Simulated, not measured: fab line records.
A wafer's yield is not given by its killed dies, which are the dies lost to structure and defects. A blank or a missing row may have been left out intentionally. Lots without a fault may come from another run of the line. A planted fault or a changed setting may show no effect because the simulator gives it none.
fab line records	flow n5-finfet
record lots=9	wafers=27	last-day=16
route steps=1938 shown BEOL_M4@1111 BEOL_M13@1671 PASSIVATION@1936
lots that met no fault: taken from a fault-free run of the same line
start-h: hours from the record's first day to the start of the lot's first wafer shown	wait-h: time in hours since the lot's previous step	" as in the row above	L1.1+2: a single row standing in for several wafers	- no value present, or no start provided	* or withheld: withheld	< > ~ a bound
route shown NAME@n: names a module that has steps shown in the file, with the first one's number in the route	usual: mean/standard deviation taken from wafers without a fault	same: alike in all rows	chamber/n: place in a boat	sites: per-site readings	_std_site: standard deviation across them	_edge_site: outer sites' mean less inner sites'	radius-mm: for every site, how far away it sits from the centre of the wafer	mask NAME#n: copy n	behind: the most recent tool/chamber to have shaped the wafer	hold: the reason the lot was held/the length of the hold in hours/how it ended	device: transistor that didn't switch, given as n, p or np	end of line: at the end of the route, the tests of the same wafers	step lacking rows: just its recipe	killed: dies that structure and defects cost at the first sort, which is not the same as the wafer's yield	map: dies across one wafer; x = killed, . = not, _ = none there
set.NAME: the run value of the setting; set.NAME@STEP: its run value at that earlier step	model.NAME: the simulator's own value behind a step, which no gauge read
steps of the route over a sample of lots; a table a step, a row a wafer
services: the hour from which a tool's chamber was out of use, counted from the record's first day as start-h (under 0 if before that day), plus the number of hours and why
## steps
# step N5_BEOL_M4_RC_MEAS_101
# usual DIBL_N=35.8/1.8	DIBL_P=35.6/2	IOFF_N=0.148/0.028	IOFF_P=0.20/0.034	ION_N=672/12	ION_P=462/8.5	SS_N=71.2/0.65	SS_P=73.1/0.67	VT_N=251/3.3	VT_P=-251/3.8
lot.wafer	tool	chamber	start-h	wait-h	DIBL_N[mV/V]	DIBL_P[mV/V]	IOFF_N[nA/um]	IOFF_P[nA/um]	ION_N[uA/um]	ION_P[uA/um]	SS_N[mV/dec]	SS_P[mV/dec]	VT_N[mV]	VT_P[mV]
L722.2	prober-01	0	192.61	0.2	36.3	34.1	0.138	0.20	662	464	71.5	73.2	253	-248
L722.3	"	0	"	"	36.9	34.5	0.141	0.21	675	469	70.9	73.8	253	-248
L722.5	"	0	"	"	38.3	36.7	0.175	0.24	677	468	71.1	73.7	247	-248
L723.1	prober-01	0	199.23	0.0	36.3	37.7	0.161	0.19	686	464	71.5	72.9	250	-256
L723.2	"	0	"	"	35.4	38.2	0.152	0.20	674	463	71.5	72.6	252	-254
L723.5	"	0	"	"	36.7	37.9	0.165	0.19	671	461	71.0	73.1	250	-256
L725.1	prober-02	0	203.75	0.0	33.2	32.1	0.111	0.16	667	459	70.4	72.0	254	-256
L725.4	"	0	"	"	34.2	33.6	0.129	0.19	674	467	70.5	72.8	250	-250
L725.5	"	0	"	"	34.0	32.3	0.116	0.16	655	453	70.5	72.6	254	-253
L727.1	prober-01	0	204.22	0.0	33.9	31.6	0.107	0.17	652	459	70.5	72.6	255	-251
L727.2	"	0	"	"	36.2	35.5	0.157	0.23	682	474	71.4	73.2	250	-246
L727.5	"	0	"	"	36.4	35.4	0.153	0.22	667	462	71.6	73.1	250	-247
L729.1	prober-01	0	221.50	0.0	38.0	37.4	0.178	0.21	676	456	71.5	73.8	252	-254
L729.2	"	0	"	"	34.9	34.3	0.117	0.17	656	454	71.0	73.0	255	-252
L729.3	"	0	"	"	33.6	32.3	0.105	0.14	661	450	69.8	72.1	255	-256
L737.1	prober-01	0	267.31	0.0	38.5	39.8	0.191	0.25	679	463	72.1	73.7	248	-248
L737.2	"	0	"	"	35.8	34.5	0.137	0.17	663	454	71.6	73.0	252	-252
L737.4	"	0	"	"	35.6	36.1	0.146	0.18	683	466	71.5	73.1	251	-255
L738.2	prober-02	0	273.91	0.2	36.9	35.4	0.152	0.17	679	453	70.9	73.3	251	-255
L738.5	"	0	"	"	36.9	36.1	0.153	0.18	675	451	71.9	72.9	252	-254
L738.6	"	0	"	"	35.5	35.7	0.140	0.18	682	465	71.0	73.2	251	-252
L739.3	prober-02	0	283.24	0.3	36.4	33.2	0.145	0.16	671	454	71.8	73.0	253	-257
L739.4	"	0	"	"	39.3	36.0	0.208	0.19	659	443	72.7	73.9	249	-253
L739.5	"	0	"	"	37.4	35.8	0.170	0.20	685	459	71.3	73.8	249	-250
L740.1	prober-01	0	290.31	0.0	38.6	41.2	0.200	0.27	678	464	72.5	74.2	245	-247
L740.2	"	0	"	"	37.8	39.5	0.181	0.24	684	462	71.2	73.9	247	-249
L740.6	"	0	"	"	38.0	39.9	0.183	0.25	682	472	72.0	74.1	250	-247
# step N5_BEOL_M13_INSPECT_12
# recipe mode=adi	inspect-instrument=macro
# usual raw-defect-count=2.1/1.3
lot.wafer	tool	chamber	start-h	wait-h	raw-defect-count
L722.2	defect-inspect-01	-	256.83	0.0	3
L722.3	"	-	"	"	5
L722.5	"	-	"	"	2
L725.1	defect-inspect-02	-	266.13	0.0	3
L725.4	"	-	"	"	3
L725.5	"	-	"	"	3
L723.1	defect-inspect-02	-	271.83	0.0	3
L723.2	"	-	"	"	4
L723.5	"	-	"	"	1
L727.1	defect-inspect-01	-	272.15	0.0	0
L727.2	"	-	"	"	1
L727.5	"	-	"	"	4
L729.1	defect-inspect-01	-	291.67	0.0	3
L729.2	"	-	"	"	1
L729.3	"	-	"	"	2
L737.1	defect-inspect-02	-	336.88	0.0	3
L737.2	"	-	"	"	2
L737.4	"	-	"	"	2
L738.2	defect-inspect-01	-	343.68	0.0	3
L738.5	"	-	"	"	3
L738.6	"	-	"	"	3
L739.3	defect-inspect-02	-	350.14	0.0	4
L739.4	"	-	"	"	2
L739.5	"	-	"	"	2
L740.1	defect-inspect-01	-	351.64	0.0	2
L740.2	"	-	"	"	4
L740.6	"	-	"	"	2
# step N5_BEOL_M13_CD_MEAS_17
# recipe target-cd-nm=190	polarity=opening
# usual cd-nm=189.4/2
lot.wafer	tool	chamber	start-h	wait-h	cd-nm
L722.2	cd-sem-03	-	257.61	0.0	188.9
L722.3	"	-	"	"	188.4
L722.5	"	-	"	"	187.9
L725.1	cd-sem-02	-	266.77	0.0	189.9
L725.4	"	-	"	"	189.9
L725.5	"	-	"	"	192.5
L723.1	cd-sem-02	-	272.39	0.0	186.1
L723.2	"	-	"	"	187.5
L723.5	"	-	"	"	189.7
L727.1	cd-sem-02	-	272.71	0.0	188.4
L727.2	"	-	"	"	189.7
L727.5	"	-	"	"	189.3
L729.1	cd-sem-02	-	292.23	0.0	185.4
L729.2	"	-	"	"	186.5
L729.3	"	-	"	"	186.5
L737.1	cd-sem-01	-	337.45	0.0	187.8
L737.2	"	-	"	"	190.5
L737.4	"	-	"	"	190.3
L738.2	cd-sem-01	-	344.25	0.0	189.6
L738.5	"	-	"	"	190.3
L738.6	"	-	"	"	187.6
L739.3	cd-sem-02	-	350.77	0.0	187.2
L739.4	"	-	"	"	185.0
L739.5	"	-	"	"	186.7
L740.1	cd-sem-01	-	352.21	0.0	185.4
L740.2	"	-	"	"	188.4
L740.6	"	-	"	"	186.6
# step N5_BEOL_M13_ETCH_67
# recipe chemistry=CF4	target=SiARC	target-depth-a=1430	time-s=238.3	ion-energy-ev=80	pressure-mtorr=40	source-w=545	bias-w=36	Ar_flow_sccm=100	cf4-flow-sccm=100	ends=cleared
# usual bias-w=35.99/0.12	cf4-flow-sccm=100.03/0.3	drypump-motor-current-A=5.4/0.46	etch-rf-on-time-s=235/6	mfc-ar-sccm=100.00/0.3	oes-product-au=0.69/0.084	rf-vpp-V=184.2/1.1	showerhead-plenum-p-Torr=2.16/0.067	throttle-valve-pct=15.54/0.29
lot.wafer	tool	chamber	start-h	wait-h	bias-w	cf4-flow-sccm	drypump-motor-current-A	etch-rf-on-time-s	mfc-ar-sccm	oes-product-au	rf-hours-counter-h	rf-vpp-V	showerhead-plenum-p-Torr	throttle-valve-pct
L722.2	rie-diel-04	2	258.41	0.0	35.81	99.95	4.7	230	99.75	0.74	47	185.7	2.28	15.48
L722.3	"	0	"	"	36.04	99.98	5.4	233	100.30	0.77	40	183.4	2.10	15.38
L722.5	"	1	"	"	35.98	100.24	5.1	231	99.82	0.81	-	185.0	2.18	15.18
L725.1	rie-diel-01	3	267.23	0.0	36.06	99.95	5.7	232	99.69	0.59	220	184.2	2.21	15.72
L725.4	"	0	"	"	36.03	100.34	5.3	231	100.13	0.70	104	184.1	2.24	15.57
L725.5	"	2	"	"	35.87	100.10	5.5	242	100.28	0.60	-	182.4	2.12	15.82
L723.1	rie-diel-02	3	272.97	0.0	35.97	100.16	4.9	236	99.74	0.72	72	184.4	2.10	15.72
L723.2	"	0	"	"	35.91	100.04	6.5	235	99.92	0.78	18	185.8	2.18	15.02
L723.5	"	0	"	"	36.14	99.73	6.5	235	100.35	0.78	-	184.1	2.18	15.01
L727.1	rie-diel-01	0	273.16	0.0	36.02	99.94	5.3	233	99.79	0.69	106	183.6	2.24	15.57
L727.2	"	2	"	"	36.08	100.04	5.4	241	100.01	0.59	207	183.6	2.12	15.81
L727.5	"	2	"	"	36.09	100.23	5.4	244	99.83	0.59	-	183.4	2.12	15.82
L729.1	rie-diel-02	2	292.68	0.0	36.15	99.58	5.1	244	99.72	0.59	244	182.8	2.11	15.61
L729.2	"	0	"	"	35.96	100.04	6.5	232	100.21	0.77	24	184.4	2.18	15.03
L729.3	"	1	"	"	36.20	99.71	5.6	234	100.71	0.62	192	184.6	2.23	15.88
L737.1	rie-diel-01	3	337.90	0.0	36.07	99.76	5.7	231	99.85	0.58	241	184.6	2.20	15.76
L737.2	"	2	"	"	36.26	100.49	5.4	242	99.99	0.58	226	184.0	2.11	15.86
L737.4	"	0	"	"	35.91	100.00	5.3	229	99.63	0.68	125	185.6	2.23	15.60
L738.2	rie-diel-01	1	344.82	0.0	36.06	100.12	6.0	224	99.68	0.77	50	183.8	2.08	15.12
L738.5	"	2	"	"	36.15	100.19	5.4	240	100.01	0.58	-	183.9	2.11	15.85
L738.6	"	3	"	"	35.96	100.09	5.7	232	99.75	0.58	-	184.6	2.20	15.78
L739.3	rie-diel-02	0	351.35	0.0	35.83	100.29	6.5	236	99.70	0.74	44	186.4	2.17	15.08
L739.4	"	1	"	"	36.02	100.28	5.6	234	99.44	0.60	212	185.2	2.22	15.95
L739.5	"	3	"	"	35.92	100.10	5.0	238	99.75	0.68	-	183.2	2.09	15.77
L740.1	rie-diel-02	0	352.66	0.0	35.96	100.24	6.5	237	100.25	0.74	44	184.0	2.17	15.07
L740.2	"	3	"	"	36.08	99.54	5.0	233	99.75	0.70	99	183.8	2.09	15.77
L740.6	"	1	"	"	36.03	99.81	5.6	235	99.80	0.61	-	185.2	2.22	15.93
# step N5_BEOL_M13_ETCH_38
# recipe chemistry=CF4/N2	target=SiCN	target-depth-a=675	taper-deg=2	time-s=71.9	ion-energy-ev=150	mask-material=SiO2	pressure-mtorr=40	source-w=430	bias-w=70	Ar_flow_sccm=100	cf4-flow-sccm=60	n2-flow-sccm=60
# usual bias-w=69.98/0.2	cf4-flow-sccm=60.01/0.18	drypump-motor-current-A=5.4/0.49	mfc-ar-sccm=100.0/0.3	n2-flow-sccm=60.02/0.18	oes-product-au=0.82/0.093	rf-vpp-V=382.6/2	showerhead-plenum-p-Torr=2.22/0.073	throttle-valve-pct=15.35/0.29
lot.wafer	tool	chamber	start-h	wait-h	bias-w	cf4-flow-sccm	drypump-motor-current-A	mfc-ar-sccm	n2-flow-sccm	oes-product-au	rf-hours-counter-h	rf-vpp-V	showerhead-plenum-p-Torr	throttle-valve-pct
L722.2	rie-diel-04	2	260.53	-	69.92	59.77	4.7	100.0	60.10	0.88	48	384.9	2.35	15.31
L722.3	"	1	"	"	70.20	60.19	5.1	99.8	60.13	0.94	19	383.8	2.25	15.01
L722.5	"	0	"	"	70.05	59.87	5.4	100.6	60.23	0.90	-	381.1	2.16	15.23
L725.1	rie-diel-04	0	272.48	-	-	-	-	-	-	-	-	-	-	-
L725.4	"	3	"	"	-	-	-	-	-	-	-	-	-	-
L725.5	"	0	"	"	-	-	-	-	-	-	-	-	-	-
L723.1	rie-diel-01	2	278.14	-	69.99	60.07	5.4	99.5	60.12	0.69	209	383.1	2.19	15.70
L723.2	"	0	"	"	69.64	60.10	5.4	99.7	60.10	0.82	107	385.1	2.31	15.42
L723.5	"	2	"	"	69.97	60.14	5.4	100.0	60.34	0.69	-	380.8	2.19	15.70
L727.1	rie-diel-04	0	278.71	-	-	-	-	-	-	-	-	-	-	-
L727.2	"	1	"	"	-	-	-	-	-	-	-	-	-	-
L727.5	"	0	"	"	-	-	-	-	-	-	-	-	-	-
L729.1	rie-diel-01	3	293.59	-	-	-	-	-	-	-	-	-	-	-
L729.2	"	0	"	"	-	-	-	-	-	-	-	-	-	-
L729.3	"	2	"	"	-	-	-	-	-	-	-	-	-	-
L737.1	rie-diel-01	0	340.68	-	70.14	60.06	5.4	100.4	59.91	0.79	126	384.3	2.30	15.45
L737.2	"	1	"	"	70.06	60.09	6.0	99.7	60.10	0.91	48	382.3	2.14	14.94
L737.4	"	3	"	"	70.22	60.10	5.7	99.8	60.08	0.68	243	384.4	2.26	15.57
L738.2	rie-diel-04	3	349.40	-	69.93	60.17	5.9	100.5	60.04	0.94	9	385.8	2.34	15.42
L738.5	"	2	"	"	69.93	59.53	4.7	101.0	59.78	0.83	-	386.6	2.34	15.37
L738.6	"	1	"	"	70.14	60.06	5.1	100.4	59.98	0.89	-	382.9	2.24	15.07
L740.1	rie-diel-02	1	358.48	-	70.32	60.02	5.6	99.5	59.86	0.70	215	382.4	2.28	15.73
L740.2	"	2	"	"	69.86	59.85	5.1	99.5	59.87	0.94	8	382.0	2.18	15.01
L740.6	"	2	"	"	69.99	60.18	5.1	99.5	60.07	0.95	-	380.9	2.18	15.01
L739.3	rie-diel-01	0	359.45	-	70.02	59.92	5.3	100.1	60.29	0.78	133	384.6	2.30	15.48
L739.4	"	3	"	"	69.83	60.13	5.7	100.1	59.89	0.68	249	384.2	2.26	15.58
L739.5	"	0	"	"	69.96	59.89	5.3	99.6	60.17	0.79	-	386.7	2.30	15.48
# step N5_PASSIVATION_PROBE_49
# usual defect-limited-yield=91.3/1.5	killed_at_M0_to_M3=34/11	killed_at_M4_up=14/6.1	killed-at-contacts=12/5.9	killed-at-front-end=39/11	killed-at-other=4/3.3	killed-dies=102/18	killed-on-rim=13/3.8	killed-open=67/13	killed-short=33/7.9	sort_bin_5_function=5.1/1	sort_bin_6_memory=3.3/0.7	sort-n-pass=1077/19	sort-yield-pct=91.3/1.6
# same gross-dies=1180	killed-at-back-side=0	sort_bin_4_leakage[%]=0	sort_bin_8_speed[%]=0
lot.wafer	tool	chamber	start-h	wait-h	defect-limited-yield[%]	killed_at_M0_to_M3	killed_at_M4_up	killed-at-contacts	killed-at-front-end	killed-at-other	killed-dies	killed-on-rim	killed-open	killed-short	sort_bin_5_function[%]	sort_bin_6_memory[%]	sort-n-pass	sort-yield-pct[%]
L725.1	prober-02	-	299.30	0.0	0	37	1068	17	55	3	1180	152	71	48	95.4	4.0	0	0
L725.4	prober-02	-	299.45	0.2	0	30	1084	9	55	2	1180	152	71	40	95.8	4.0	0	0
L725.5	prober-02	-	299.50	0.2	0	34	1083	7	50	6	1180	152	83	37	96.9	2.6	0	0
L727.1	prober-01	-	306.55	0.0	0	38	1085	12	41	4	1180	152	70	36	96.0	3.8	0	0
L727.2	prober-01	-	306.60	0.1	0	21	1101	12	40	6	1180	152	71	27	96.9	3.0	0	0
L727.5	prober-01	-	306.75	0.2	0	29	1079	10	60	2	1180	152	96	29	95.8	4.1	0	0
L729.1	prober-02	-	320.05	0.0	0	16	1112	8	40	4	1180	152	50	27	97.1	2.5	0	0
L729.2	prober-02	-	320.10	0.1	0	19	1106	14	40	1	1180	152	67	20	96.7	3.1	0	0
L729.3	prober-02	-	320.15	0.1	0	26	1105	11	35	3	1180	152	71	32	96.9	3.0	0	0
# killed by level:class
L725.1 BEOL_M13:area-etch=1059 FIN_SAQP:geometric-particle:short=16 FIN_SAQP:geometric-particle:open=12 MOL_CONTACT_COAG:geometric-particle:open=12 STI_FIN_REVEAL:geometric-particle:open=9 BEOL_M3:geometric-particle:open=9 BEOL_M2:geometric-particle:open=6 BEOL_M3:geometric-particle:short=6
L725.4 BEOL_M13:area-etch=1068 FIN_SAQP:geometric-particle:short=12 BEOL_M3:geometric-particle:open=12 STI_FIN_REVEAL:geometric-particle:open=11 FIN_SAQP:geometric-particle:open=9 MOL_CONTACT_COAG:geometric-particle:open=9 GATE_CUT:geometric-particle:short=8 GATE_CUT:geometric-particle:open=6
L725.5 BEOL_M13:area-etch=1059 BEOL_M2:geometric-particle:open=12 FIN_SAQP:geometric-particle:open=9 FIN_SAQP:geometric-particle:short=9 BEOL_M4:geometric-particle:open=9 STI_FIN_REVEAL:geometric-particle:open=6 GATE_CUT:geometric-particle:open=6 BEOL_M0_SAQP:geometric-particle:open=6
L727.1 BEOL_M13:area-etch=1074 MOL_CONTACT_COAG:geometric-particle:open=11 STI_FIN_REVEAL:geometric-particle:open=8 BEOL_M4:geometric-particle:open=8 FIN_SAQP:geometric-particle:short=7 BEOL_M0_SAQP:geometric-particle:short=7 BEOL_M2:geometric-particle:open=7 GATE_CUT:geometric-particle:short=6
L727.2 BEOL_M13:area-etch=1082 MOL_CONTACT_COAG:geometric-particle:open=10 FIN_SAQP:geometric-particle:open=9 BEOL_M5:geometric-particle:open=9 BEOL_M3:geometric-particle:open=7 STARTING-WAFER:geometric-particle:open=6 STI_FIN_REVEAL:geometric-particle:open=5 FIN_SAQP:geometric-particle:short=3
L727.5 BEOL_M13:area-etch=1055 FIN_SAQP:geometric-particle:open=25 BEOL_M4:geometric-particle:open=16 STI_FIN_REVEAL:geometric-particle:open=15 BEOL_M3:geometric-particle:open=13 BEOL_M0_SAQP:geometric-particle:short=8 FIN_SAQP:geometric-particle:short=7 MOL_CONTACT_COAG:geometric-particle:open=6
L729.1 BEOL_M13:area-etch=1102 MOL_CONTACT_COAG:geometric-particle:open=8 STI_FIN_REVEAL:geometric-particle:open=7 FIN_SAQP:geometric-particle:short=6 BEOL_M4:geometric-particle:open=6 FIN_SAQP:geometric-particle:open=5 BEOL_M0_SAQP:geometric-particle:short=5 STARTING-WAFER:geometric-particle:open=5
L729.2 BEOL_M13:area-etch=1090 MOL_CONTACT_COAG:geometric-particle:open=12 FIN_SAQP:geometric-particle:open=10 STI_FIN_REVEAL:geometric-particle:open=9 BEOL_M4:geometric-particle:open=6 BEOL_M0_SAQP:geometric-particle:open=5 FIN_SAQP:geometric-particle:short=4 DUMMY_GATE:geometric-particle:open=4
L729.3 BEOL_M13:area-etch=1077 BEOL_M4:geometric-particle:open=14 STI_FIN_REVEAL:geometric-particle:open=10 MOL_CONTACT_COAG:geometric-particle:open=9 BEOL_M0_SAQP:geometric-particle:short=6 FIN_SAQP:geometric-particle:open=5 BEOL_M4:geometric-particle:short=5 BEOL_M3:geometric-particle:open=5
## services
tool	chamber	start-h	hours	kind
rie-diel-02	1	264.14	12.0	repair
rie-diel-04	3	301.14	-	clean
rie-diel-04	3	301.14	-	consumable-replace:focus-ring
rie-diel-04	3	301.14	-	consumable-replace:showerhead
rie-diel-04	3	301.14	14.8	scheduled-down
rie-diel-04	3	301.14	14.8	vent-cycle
rie-diel-02	2	311.35	-	clean
rie-diel-02	2	311.35	-	consumable-replace:focus-ring
rie-diel-02	2	311.35	23.3	scheduled-down
rie-diel-02	2	311.35	23.3	vent-cycle
## key
first-sign step=N5_BEOL_M13_ETCH_38	reading=tool-record	direction=missing
effect step=N5_PASSIVATION_PROBE_49	reading=killed_at_M4_up	direction=up	sigmas=99+	usual=14	struck=1091
more-kills-born-at N5_BEOL_M13_ETCH_38@rie-diel-04=6397	N5_BEOL_M13_ETCH_38@rie-diel-01=3269
met-at N5_BEOL_M13_ETCH_38
struck-lots L725,L727,L729
later-rows-left-out L725.1,L725.4,L725.5,L727.1,L727.2,L727.5,L729.1,L729.2,L729.3
not-acting-at N5_BEOL_M13_INSPECT_12,N5_BEOL_M13_CD_MEAS_17,N5_BEOL_M13_ETCH_67
onset-between 260.53 272.48
fault kind=skipped-step-whole	tool=rie-diel-01,rie-diel-04	chamber=-	onset-h=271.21	steps=N5_BEOL_M13_ETCH_38	scope=struck-lots-only
# later-rows-left-out: the simulator's readings of these wafers behind a module that went badly wrong aren't trusted and aren't shown, but for the sort
